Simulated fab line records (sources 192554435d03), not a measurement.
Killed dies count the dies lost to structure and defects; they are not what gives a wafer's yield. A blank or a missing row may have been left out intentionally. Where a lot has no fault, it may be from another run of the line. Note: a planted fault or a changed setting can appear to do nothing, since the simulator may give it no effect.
fab line records ; flow n5Finfet
[record] lots = 11; wafers = 33; lastDay = 17
route steps=1938 shown FIN_CUT@164 STI_FIN_REVEAL@183 BEOL_M4@1111 PASSIVATION@1936
lots that met no fault: from a run of the same line without faults
startH: start of the lot's first displayed wafer, in hours after the record's first day ; waitH: hours from the lot's prior step to this one ; " identical to the entry in the row above ; L1.1+2: a single row standing in for several wafers ; - either no value or no given start ; * or withheld: withheld ; < > ~ a bound
route shown NAME@n: names a module that has steps shown in the file, with the first one's number in the route ; usual: mean and standard deviation over wafers with no fault ; same: alike in all rows ; chamber/n: place in a boat ; sites: each site's reading ; _std_site: the values' standard deviation ; _edge_site: outer sites' mean less inner sites' ; radiusMm: how far each site lies from the wafer's centre ; mask NAME#n: copy n ; behind: the tool/chamber that last shaped the wafer ; hold: why the lot was held/for how many hours/how that ended ; device: which transistor (n, p or np) failed to switch ; end of line: tests of these same wafers at the route's end ; step lacking rows: just its recipe ; killed: the dies lost at the first sort to structure and to defects; this is not the yield of the wafer ; map: dies across one wafer; x = killed, . = not, _ = none there
set.NAME: the setting that was run; set.NAME@STEP: the one run at that earlier step ; model.NAME: the simulator's own value behind a step, which no gauge read
route steps across a sampled set of lots; one table per step, one row per wafer
services: from which hour (startH, from the record's first day; less than 0 if before it) a tool's chamber was out of use, for how many hours, and why
[[steps]]
[step N5_FIN_CUT_OVL_MEAS_09]
[recipe] pointsPerWafer = 522
[usual] FIN_CUT_OVL = -0.3/0.65
lot.wafer;tool;chamber;startH;waitH;FIN_CUT_OVL[nm]
L398.2;overlay-02;0;39.64;0.0;-0.2
L398.3;overlay-02;0;39.64;0.0;-0.5
L398.4;overlay-02;0;39.64;0.0;-0.9
L399.2;overlay-01;0;45.20;0.0;-0.6
L399.3;overlay-01;0;45.20;0.0;0.1
L399.5;overlay-01;0;45.20;0.0;0.2
L401.3;overlay-01;0;56.22;0.0;-0.2
L401.4;overlay-01;0;56.22;0.0;-0.3
L401.5;overlay-01;0;56.22;0.0;0.6
L402.2;overlay-02;0;63.19;0.0;-1.2
L402.3;overlay-02;0;63.19;0.0;-0.1
L402.6;overlay-02;0;63.19;0.0;-1.4
L403.2;overlay-01;0;68.78;0.0;1.0
L403.3;overlay-01;0;68.78;0.0;0.5
L403.4;overlay-01;0;68.78;0.0;-0.7
L404.1;overlay-01;0;76.23;0.0;-0.9
L404.4;overlay-01;0;76.23;0.0;-1.0
L404.5;overlay-01;0;76.23;0.0;-1.4
L405.1;overlay-01;0;81.11;0.0;0.4
L405.5;overlay-01;0;81.11;0.0;-0.1
L405.6;overlay-01;0;81.11;0.0;-0.7
L406.1;overlay-02;0;89.70;0.0;-0.4
L406.2;overlay-02;0;89.70;0.0;-0.8
L406.4;overlay-02;0;89.70;0.0;-1.3
L408.1;overlay-01;0;101.90;0.0;1.3
L408.2;overlay-01;0;101.90;0.0;1.3
L408.4;overlay-01;0;101.90;0.0;-0.4
L415.3;overlay-01;0;146.72;0.0;0.6
L415.4;overlay-01;0;146.72;0.0;1.3
L415.6;overlay-01;0;146.72;0.0;-0.1
L417.1;overlay-02;0;153.28;0.0;0.0
L417.4;overlay-02;0;153.28;0.0;0.2
L417.6;overlay-02;0;153.28;0.0;-0.6
[step N5_FIN_CUT_PRECLEAN_35]
[recipe] timeS = 13.3; tempC = 45; pressureTorr = 125; pHfTorr = 3; pCoreactantTorr = 25; chemistry = vHF
[usual] drypumpMotorCurrentA = 5.92/0.14; tempC = 44.99/0.11; timeS = 13.3/0
lot.wafer;tool;chamber;startH;waitH;drypumpMotorCurrentA;tempC;timeS
L398.2;vaporEtch-02;1;40.28;0.0;5.96;45.00;13.3
L398.3;vaporEtch-02;0;40.28;0.0;5.73;44.94;13.3
L398.4;vaporEtch-02;1;40.28;0.0;5.96;45.15;13.3
L399.2;vaporEtch-01;1;45.84;0.0;6.16;44.73;13.3
L399.3;vaporEtch-01;0;45.84;0.0;5.91;44.93;13.3
L399.5;vaporEtch-01;0;45.84;0.0;5.92;45.10;13.3
L401.3;vaporEtch-02;1;56.87;0.1;5.95;45.04;13.3
L401.4;vaporEtch-02;0;56.87;0.1;5.78;45.12;13.3
L401.5;vaporEtch-02;1;56.87;0.1;5.97;45.15;13.3
L402.2;vaporEtch-01;0;64.02;0.0;5.90;44.98;13.3
L402.3;vaporEtch-01;1;64.02;0.0;6.13;45.01;13.3
L402.6;vaporEtch-01;1;64.02;0.0;6.11;45.02;13.3
L403.2;vaporEtch-02;0;69.42;0.0;5.74;44.89;13.3
L403.3;vaporEtch-02;0;69.42;0.0;5.74;44.84;13.3
L403.4;vaporEtch-02;1;69.42;0.0;5.98;44.76;13.3
L404.1;vaporEtch-02;1;77.31;0.3;5.99;44.99;13.3
L404.4;vaporEtch-02;0;77.31;0.3;5.79;44.96;13.3
L404.5;vaporEtch-02;0;77.31;0.3;5.79;45.08;13.3
L405.1;vaporEtch-02;1;81.75;0.0;5.95;44.97;13.3
L405.5;vaporEtch-02;1;81.75;0.0;6.02;44.86;13.3
L405.6;vaporEtch-02;0;81.75;0.0;5.80;44.86;13.3
L406.1;vaporEtch-02;0;90.36;0.0;5.77;44.97;15.726
L406.2;vaporEtch-02;1;90.36;0.0;5.99;44.94;13.3
L406.4;vaporEtch-02;1;90.36;0.0;5.92;44.85;13.3
L408.1;vaporEtch-02;1;102.59;0.1;5.96;44.95;15.726
L408.2;vaporEtch-02;0;102.59;0.1;5.78;45.02;13.3
L408.4;vaporEtch-02;0;102.59;0.1;5.77;45.14;13.3
L415.3;vaporEtch-01;1;147.38;0.1;6.14;44.98;13.3
L415.4;vaporEtch-01;0;147.38;0.1;5.92;44.92;13.3
L415.6;vaporEtch-01;1;147.38;0.1;6.16;44.99;13.3
L417.1;vaporEtch-01;1;154.25;0.4;6.14;44.98;13.3
L417.4;vaporEtch-01;1;154.25;0.4;6.13;45.00;13.3
L417.6;vaporEtch-01;1;154.25;0.4;6.14;44.89;13.3
[step N5_FIN_CUT_INSPECT_17]
[recipe] inspectInstrument = brightfield; mode = aei
[usual] rawDefectCount = 262/78
lot.wafer;tool;chamber;startH;waitH;rawDefectCount
L398.2;defectInspect-01;-;40.64;0.0;224
L398.3;defectInspect-01;-;40.64;0.0;168
L398.4;defectInspect-01;-;40.64;0.0;161
L399.2;defectInspect-02;-;46.20;0.0;211
L399.3;defectInspect-02;-;46.20;0.0;216
L399.5;defectInspect-02;-;46.20;0.0;152
L401.3;defectInspect-01;-;57.21;0.0;168
L401.4;defectInspect-01;-;57.21;0.0;181
L401.5;defectInspect-01;-;57.21;0.0;166
L402.2;defectInspect-01;-;64.51;0.0;369
L402.3;defectInspect-01;-;64.51;0.0;170
L402.6;defectInspect-01;-;64.51;0.0;113
L403.2;defectInspect-01;-;69.78;0.0;263
L403.3;defectInspect-01;-;69.78;0.0;268
L403.4;defectInspect-01;-;69.78;0.0;226
L404.1;defectInspect-01;-;77.69;0.0;252
L404.4;defectInspect-01;-;77.69;0.0;170
L404.5;defectInspect-01;-;77.69;0.0;305
L405.1;defectInspect-01;-;82.12;0.0;312
L405.5;defectInspect-01;-;82.12;0.0;283
L405.6;defectInspect-01;-;82.12;0.0;349
L406.1;defectInspect-02;-;90.73;0.0;302
L406.2;defectInspect-02;-;90.73;0.0;467
L406.4;defectInspect-02;-;90.73;0.0;483
L408.1;defectInspect-01;-;102.96;0.0;312
L408.2;defectInspect-01;-;102.96;0.0;240
L408.4;defectInspect-01;-;102.96;0.0;342
L415.3;defectInspect-01;-;147.79;0.0;310
L415.4;defectInspect-01;-;147.79;0.0;410
L415.6;defectInspect-01;-;147.79;0.0;338
L417.1;defectInspect-02;-;154.72;0.0;349
L417.4;defectInspect-02;-;154.72;0.0;200
L417.6;defectInspect-02;-;154.72;0.0;229
[step N5_STI_FIN_REVEAL_ALD_00]
[recipe] material = SiO2; targetThkA = 10; tempC = 300; aldPrecursorFamily = BDEAS; aldCoReactant = O2-plasma; pulseTimeS = 1; pressureTorr = 2
[usual] heaterPowerW = 490/44; precursorPulseHeightRel = 1.000/0.021
lot.wafer;tool;chamber;startH;waitH;heaterPowerW;precursorPulseHeightRel
L398.2;aldSin-02;0;40.68;0.0;579;0.930
L398.3;aldSin-02;1;40.68;0.0;489;0.963
L398.4;aldSin-02;3;40.68;0.0;458;0.994
L399.2;aldSin-02;3;46.61;0.4;475;1.010
L399.3;aldSin-02;1;46.61;0.4;484;0.979
L399.5;aldSin-02;0;46.61;0.4;578;0.968
L401.3;aldSin-01;2;57.25;0.0;439;1.018
L401.4;aldSin-01;0;57.25;0.0;495;0.997
L401.5;aldSin-01;1;57.25;0.0;487;0.968
L402.2;aldSin-01;0;64.55;0.0;509;0.990
L402.3;aldSin-01;1;64.55;0.0;496;0.994
L402.6;aldSin-01;3;64.55;0.0;511;0.966
L403.2;aldSin-01;3;69.82;0.0;495;0.966
L403.3;aldSin-01;2;69.82;0.0;423;1.006
L403.4;aldSin-01;0;69.82;0.0;499;0.989
L404.1;aldSin-02;0;77.75;0.1;598;1.023
L404.4;aldSin-02;3;77.75;0.1;445;1.024
L404.5;aldSin-02;0;77.75;0.1;591;0.976
L405.1;aldSin-01;3;82.81;0.7;499;0.994
L405.5;aldSin-01;0;82.81;0.7;499;1.020
L405.6;aldSin-01;3;82.81;0.7;505;1.010
L406.1;aldSin-01;2;90.77;0.0;432;0.991
L406.2;aldSin-01;1;90.77;0.0;487;1.011
L406.4;aldSin-01;0;90.77;0.0;499;1.002
L408.1;aldSin-02;2;102.99;0.0;475;1.003
L408.2;aldSin-02;3;102.99;0.0;457;0.997
L408.4;aldSin-02;1;102.99;0.0;481;0.981
L415.3;aldSin-01;2;147.83;0.0;426;0.970
L415.4;aldSin-01;1;147.83;0.0;480;1.023
L415.6;aldSin-01;3;147.83;0.0;502;0.968
L417.1;aldSin-01;0;154.75;0.0;498;0.962
L417.4;aldSin-01;3;154.75;0.0;507;1.007
L417.6;aldSin-01;3;154.75;0.0;521;0.975
[step N5_BEOL_M4_RC_MEAS_101]
[usual] DIBL_N = 36.2/1.7; DIBL_P = 36.6/1.9; IOFF_N = 0.16/0.032; IOFF_P = 0.21/0.037; ION_N = 675/12; ION_P = 460/8.1; SS_N = 71.4/0.58; SS_P = 73.4/0.64; VT_N = 249/3.2; VT_P = -252/3.4
lot.wafer;tool;chamber;startH;waitH;DIBL_N[mV/V];DIBL_P[mV/V];IOFF_N[nA/um];IOFF_P[nA/um];ION_N[uA/um];ION_P[uA/um];SS_N[mV/dec];SS_P[mV/dec];VT_N[mV];VT_P[mV]
L398.2;prober-01;0;178.44;0.2;38.3;38.3;0.19;0.26;684;460;71.3;74.0;246;-247
L398.3;prober-01;0;178.44;0.2;40.0;40.5;0.24;0.31;685;469;72.7;74.1;244;-242
L398.4;prober-01;0;178.44;0.2;36.8;37.0;0.18;0.24;685;466;71.6;73.1;247;-246
L399.2;prober-02;0;183.29;0.2;38.1;38.5;0.19;0.23;682;462;72.5;73.5;248;-250
L399.3;prober-02;0;183.29;0.2;34.9;35.8;0.14;0.19;657;450;71.9;72.8;253;-253
L399.5;prober-02;0;183.29;0.2;36.7;37.3;0.17;0.21;676;462;71.4;73.5;250;-253
L401.3;prober-02;0;194.52;0.3;37.4;38.4;0.18;0.23;679;467;71.6;74.6;249;-246
L401.4;prober-02;0;194.52;0.3;34.8;34.5;0.13;0.16;674;461;70.8;73.0;251;-251
L401.5;prober-02;0;194.52;0.3;35.5;35.5;0.15;0.18;671;458;70.8;73.6;251;-253
L402.2;prober-02;0;200.25;0.2;35.1;35.8;0.15;0.20;688;470;71.5;73.1;249;-250
L402.3;prober-02;0;200.25;0.2;34.4;34.5;0.14;0.19;674;460;71.0;72.3;246;-252
L402.6;prober-02;0;200.25;0.2;36.1;37.2;0.18;0.23;681;468;71.5;73.6;246;-248
L404.1;prober-01;0;203.10;0.0;39.4;39.6;0.27;0.30;700;471;72.8;74.4;242;-245
L404.4;prober-01;0;203.10;0.0;39.1;39.7;0.25;0.30;697;473;71.7;74.9;241;-244
L404.5;prober-01;0;203.10;0.0;38.0;38.2;0.23;0.27;697;471;71.8;73.8;242;-250
L403.2;prober-02;0;203.56;0.2;36.8;38.0;0.17;0.21;669;454;72.3;73.7;248;-254
L403.3;prober-02;0;203.56;0.2;35.1;37.1;0.14;0.18;669;451;71.1;72.7;251;-251
L403.4;prober-02;0;203.56;0.2;36.4;37.7;0.16;0.20;672;450;71.1;73.2;246;-253
L405.1;prober-02;0;208.18;0.0;35.6;36.2;0.16;0.19;684;463;71.6;73.1;248;-250
L405.5;prober-02;0;208.18;0.0;33.9;33.8;0.12;0.15;671;455;71.2;73.2;253;-254
L405.6;prober-02;0;208.18;0.0;34.7;35.1;0.14;0.17;676;463;71.1;73.2;249;-253
L406.1;prober-02;0;226.69;0.0;38.8;41.1;0.20;0.27;688;473;71.6;74.6;245;-250
L406.2;prober-02;0;226.69;0.0;34.4;35.3;0.12;0.17;658;454;70.9;72.6;252;-256
L406.4;prober-02;0;226.69;0.0;37.4;38.8;0.18;0.23;693;465;71.7;73.9;247;-253
L408.1;prober-02;0;242.03;0.0;34.1;33.4;0.13;0.16;667;456;70.7;72.5;249;-254
L408.2;prober-02;0;242.03;0.0;35.5;35.1;0.15;0.18;677;463;71.3;73.8;253;-253
L408.4;prober-02;0;242.03;0.0;35.3;35.6;0.15;0.18;671;461;71.5;73.5;252;-254
L415.3;prober-02;0;282.12;0.3;36.1;38.3;0.17;0.23;681;468;71.4;73.1;244;-250
L415.4;prober-02;0;282.12;0.3;34.3;35.7;0.14;0.19;670;466;70.0;73.2;251;-252
L415.6;prober-02;0;282.12;0.3;35.9;37.9;0.17;0.22;683;465;70.7;73.0;248;-250
L417.1;prober-02;0;290.30;0.0;36.0;35.2;0.16;0.22;677;469;70.8;73.1;249;-249
L417.4;prober-02;0;290.30;0.0;37.7;37.2;0.18;0.24;697;471;71.9;73.8;247;-246
L417.6;prober-02;0;290.30;0.0;37.8;37.0;0.19;0.25;692;472;71.6;73.7;248;-247
[step N5_PASSIVATION_PROBE_49]
[usual] defectLimitedYield = 91.3/1.5; killed_at_M0_to_M3 = 35/10; killed_at_M4_up = 12/4.6; killedAtContacts = 13/6.6; killedAtFrontEnd = 39/11; killedAtOther = 4/3.4; killedDies = 103/17; killedOnRim = 14/4.1; killedOpen = 67/13; killedShort = 35/8.2; sort_bin_5_function = 5.1/0.94; sort_bin_6_memory = 3.2/0.7; sort_bin_8_speed = 0.00/0.03; sortNPass = 1077/17; sortYieldPct = 91.3/1.5
[same] grossDies = 1180; killedAtBackSide = 0; sort_bin_4_leakage[%] = 0
lot.wafer;tool;chamber;startH;waitH;defectLimitedYield[%];killed_at_M0_to_M3;killed_at_M4_up;killedAtContacts;killedAtFrontEnd;killedAtOther;killedDies;killedOnRim;killedOpen;killedShort;sort_bin_5_function[%];sort_bin_6_memory[%];sort_bin_8_speed[%];sortNPass;sortYieldPct[%]
L402.2;prober-01;-;303.20;0.1;91.2;30;13;14;44;3;104;21;63;36;4.1;3.5;0;1076;91.2
L402.3;prober-01;-;303.25;0.1;89.9;41;12;11;49;6;119;19;69;50;6.1;3.4;0;1061;89.9
L402.6;prober-01;-;303.40;0.3;92.7;34;19;11;22;0;86;8;56;30;3.8;3.0;0;1094;92.7
L405.1;prober-02;-;306.82;0.0;92.8;16;21;14;32;2;85;6;60;24;4.7;2.4;0;1095;92.8
L405.5;prober-02;-;307.02;0.2;90.9;27;30;19;27;4;107;12;70;37;5.3;3.4;0;1073;90.9
L405.6;prober-02;-;307.07;0.3;89.2;33;23;26;45;0;127;17;92;34;6.1;4.3;0;1053;89.2
L406.1;prober-01;-;326.39;0.0;89.3;43;11;12;56;4;126;22;75;49;6.4;3.6;0;1054;89.3
L406.2;prober-01;-;326.44;0.1;88.9;44;8;30;43;6;131;19;82;43;6.4;4.2;0;1049;88.9
L406.4;prober-01;-;326.54;0.2;91.1;27;13;18;45;2;105;18;76;28;4.8;3.8;0;1075;91.1
L408.1;prober-01;-;337.50;0.0;89.5;34;9;13;65;3;124;14;69;53;6.2;3.6;0;1056;89.5
L408.2;prober-01;-;337.55;0.1;89.8;37;9;13;53;8;120;15;85;33;5.3;4.7;0;1060;89.8
L408.4;prober-01;-;337.65;0.2;86.2;45;13;8;94;3;163;25;115;44;7.8;5.3;0;1017;86.2
L415.3;prober-02;-;389.08;0.1;91.9;30;8;12;42;3;95;10;57;35;4.3;3.3;0.08;1085;91.9
L415.4;prober-02;-;389.13;0.2;91.1;19;11;6;66;3;105;13;72;33;5.9;2.7;0;1075;91.1
L415.6;prober-02;-;389.23;0.3;92.5;21;9;17;37;4;88;18;55;33;4.4;2.6;0;1092;92.5
// killed by level:class
L402.2 MOL_CONTACT_COAG:geometricParticle:open=13 FIN_SAQP:geometricParticle:short=9 BEOL_M4:geometricParticle:open=7 BEOL_M0_SAQP:geometricParticle:open=6 BEOL_M1:geometricParticle:open=5 BEOL_M3:geometricParticle:short=5 SPACER0:geometricParticle:open=4 GATE_CUT:geometricParticle:short=4
L402.3 FIN_SAQP:geometricParticle:short=14 FIN_SAQP:geometricParticle:open=9 MOL_CONTACT_COAG:geometricParticle:open=9 STI_FIN_REVEAL:geometricParticle:open=7 BEOL_M0_SAQP:geometricParticle:open=7 BEOL_M0_SAQP:geometricParticle:short=7 BEOL_M3:geometricParticle:open=6 BEOL_M4:geometricParticle:open=5
L402.6 BEOL_M7:geometricParticle:open=9 MOL_CONTACT_COAG:geometricParticle:open=8 FIN_SAQP:geometricParticle:short=6 BEOL_M2:geometricParticle:open=6 BEOL_M0:geometricParticle:open=5 BEOL_M1:geometricParticle:open=5 STI_FIN_REVEAL:geometricParticle:open=4 BEOL_M0_SAQP:geometricParticle:short=4
L405.1 FIN_SAQP:geometricParticle:open=12 MOL_CONTACT_COAG:geometricParticle:open=11 BEOL_M4:geometricParticle:open=11 BEOL_M3:geometricParticle:open=5 GATE_CUT:geometricParticle:short=4 BEOL_M1:geometricParticle:open=4 BEOL_M5:geometricParticle:short=4 FIN_SAQP:geometricParticle:short=3
L405.5 BEOL_M4:geometricParticle:open=19 MOL_CONTACT_COAG:geometricParticle:open=14 BEOL_M0_SAQP:geometricParticle:short=8 BEOL_M3:geometricParticle:open=7 DUMMY_GATE:geometricParticle:open=6 STI_FIN_REVEAL:geometricParticle:open=5 DUMMY_GATE:geometricParticle:short=5 MOL_CONTACT_COAG:geometricParticle:short=5
L405.6 MOL_CONTACT_COAG:geometricParticle:open=21 FIN_SAQP:geometricParticle:open=13 BEOL_M0_SAQP:geometricParticle:open=10 BEOL_M3:geometricParticle:open=9 FIN_SAQP:geometricParticle:short=8 BEOL_M4:geometricParticle:open=8 BEOL_M1:geometricParticle:open=6 STI_FIN_REVEAL:geometricParticle:open=5
L406.1 DUMMY_GATE:geometricParticle:open=14 FIN_SAQP:geometricParticle:short=10 MOL_CONTACT_COAG:geometricParticle:open=9 BEOL_M0_SAQP:geometricParticle:open=7 GATE_CUT:geometricParticle:short=7 BEOL_M0_SAQP:geometricParticle:short=7 BEOL_M3:geometricParticle:open=6 BEOL_M3:geometricParticle:short=6
L406.2 MOL_CONTACT_COAG:geometricParticle:open=26 BEOL_M2:geometricParticle:open=12 FIN_SAQP:geometricParticle:short=8 BEOL_M0_SAQP:geometricParticle:short=7 FIN_SAQP:geometricParticle:open=6 DUMMY_GATE:geometricParticle:open=6 ILD0:geometricParticle:short=6 BEOL_M0_SAQP:geometricParticle:open=5
L406.4 FIN_SAQP:geometricParticle:open=19 MOL_CONTACT_COAG:geometricParticle:open=11 DUMMY_GATE:geometricParticle:open=10 BEOL_M1:geometricParticle:open=9 MOL_CONTACT_COAG:geometricParticle:short=7 FIN_SAQP:geometricParticle:short=6 BEOL_M0:geometricParticle:open=6 STI_FIN_REVEAL:geometricParticle:open=5
L408.1 FIN_SAQP:geometricParticle:short=19 STI_FIN_REVEAL:geometricParticle:open=15 MOL_CONTACT_COAG:geometricParticle:open=11 BEOL_M3:geometricParticle:open=9 FIN_SAQP:geometricParticle:open=6 BEOL_M0_SAQP:geometricParticle:short=6 GATE_CUT:geometricParticle:short=6 STARTING-WAFER:geometricParticle:open=5
L408.2 STI_FIN_REVEAL:geometricParticle:open=11 MOL_CONTACT_COAG:geometricParticle:open=11 BEOL_M3:geometricParticle:open=11 FIN_SAQP:geometricParticle:open=9 DUMMY_GATE:geometricParticle:open=8 FIN_SAQP:geometricParticle:short=7 BEOL_M1:geometricParticle:open=5 BEOL_M0_SAQP:geometricParticle:open=5
L408.4 STI_FIN_REVEAL:geometricParticle:open=37 FIN_SAQP:geometricParticle:open=24 STI_FIN_REVEAL:geometricParticle:short=14 BEOL_M3:geometricParticle:open=10 BEOL_M0_SAQP:geometricParticle:short=9 BEOL_M0_SAQP:geometricParticle:open=8 MOL_CONTACT_COAG:geometricParticle:open=6 BEOL_M1:geometricParticle:short=5
L415.3 FIN_SAQP:geometricParticle:short=13 MOL_CONTACT_COAG:geometricParticle:open=12 BEOL_M0_SAQP:geometricParticle:short=8 BEOL_M0_SAQP:geometricParticle:open=7 BEOL_M1:geometricParticle:open=7 FIN_SAQP:geometricParticle:open=6 STI_FIN_REVEAL:geometricParticle:open=6 BEOL_M5:geometricParticle:open=5
L415.4 FIN_SAQP:geometricParticle:open=20 FIN_SAQP:geometricParticle:short=18 STI_FIN_REVEAL:geometricParticle:open=17 BEOL_M0_SAQP:geometricParticle:short=7 MOL_CONTACT_COAG:geometricParticle:open=6 BEOL_M0_SAQP:geometricParticle:open=6 DUMMY_GATE:geometricParticle:open=4 BEOL_M3:geometricParticle:open=4
L415.6 MOL_CONTACT_COAG:geometricParticle:open=13 FIN_SAQP:geometricParticle:open=12 FIN_SAQP:geometricParticle:short=10 BEOL_M0_SAQP:geometricParticle:open=9 GATE_CUT:geometricParticle:short=5 BEOL_M3:geometricParticle:open=5 MOL_CONTACT_COAG:geometricParticle:short=4 BEOL_M4:geometricParticle:open=4
[[services]]
tool;chamber;startH;hours;kind
aldSin-01;2;91.42;7.6;repair
vaporEtch-02;-;115.79;2.8;pm
[[key]]
[firstSign] step = N5_FIN_CUT_PRECLEAN_35; reading = timeS; direction = up; sigmas = 99+; usual = *; struck = *
effect none on later readings
metAt N5_FIN_CUT_PRECLEAN_35
struckLots L406,L408
struckWafers L406.1,L408.1
notActingAt N5_FIN_CUT_OVL_MEAS_09,N5_FIN_CUT_INSPECT_17,N5_STI_FIN_REVEAL_ALD_00
onsetBetween 81.75 90.36
[fault] kind = processParameterDrift; tool = vaporEtch-02; chamber = -; onsetH = 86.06; steps = N5_FIN_CUT_PRECLEAN_35; channel = timeS; offset = *; shape = step; endH = 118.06; scope = struckWafersOnly; stated = *
